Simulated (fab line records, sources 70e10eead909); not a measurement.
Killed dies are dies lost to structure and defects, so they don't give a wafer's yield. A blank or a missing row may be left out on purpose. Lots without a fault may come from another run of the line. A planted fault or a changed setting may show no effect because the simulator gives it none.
Chamber matching | flow nand_harc | NHARC_A_ONON_D2_DEP_33 on pecvd-04: 3 sister chambers
The step deposits SiO2, target thk 200 nm. 6 wafers are shown with their chamber, then 9 later ones without.

WAFERS WITH THEIR CHAMBER
wafer  | chamber | heater_power_w (W) | throttle_valve_pct (%)
L082.5 | 1       | 456                | 16.6
L083.4 | 1       | 405                | 16.3
L083.6 | 2       | 489                | 16.0
L085.3 | 0       | 581                | 16.5
L085.5 | 0       | 578                | 16.0
L085.6 | 2       | 502                | 16.2

WAFERS WITHOUT THEIR CHAMBER
wafer  | heater_power_w (W) | throttle_valve_pct (%)
L087.2 | 406                | 16.3
L087.5 | 434                | 16.5
L087.6 | 547                | 16.7
L090.1 | 444                | 16.6
L090.2 | 519                | 16.4
L090.3 | 591                | 16.6
L095.2 | 453                | 17.2
L095.4 | 548                | 15.6
L095.5 | 470                | 17.1

WHICH CHAMBER EACH WENT THROUGH
wafer  | from the rows above     | in truth
L087.2 | 1                       | 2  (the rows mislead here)
L087.5 | 1                       | 1
L087.6 | can't be placed: 0 or 2 | 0
L090.1 | 1                       | 1
L090.2 | can't be placed: 2 or 0 | 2
L090.3 | 0                       | 0
L095.2 | can't be placed: 1 or 2 | 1
L095.4 | can't be placed: 0 or 2 | 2
L095.5 | can't be placed: 1 or 2 | 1
Placed correctly: 3 of 9. Can't be placed from these rows: 5 (the true chamber is among the candidates in 5). Placed wrongly: 1.
How it was worked out, from the rows above alone: a wafer's distance from a chamber is the root of the sum, over the readings, of the square of ((its reading less the chamber's mean) divided by the reading's scatter). The wafer belongs to the nearest chamber; if the next one is less than 2 further off, it can't be placed. A chamber's mean is the mean of its shown wafers. The scatter: the root of (the sum of the squares of (reading less its chamber's mean) over the shown wafers, divided by (wafers less chambers)).
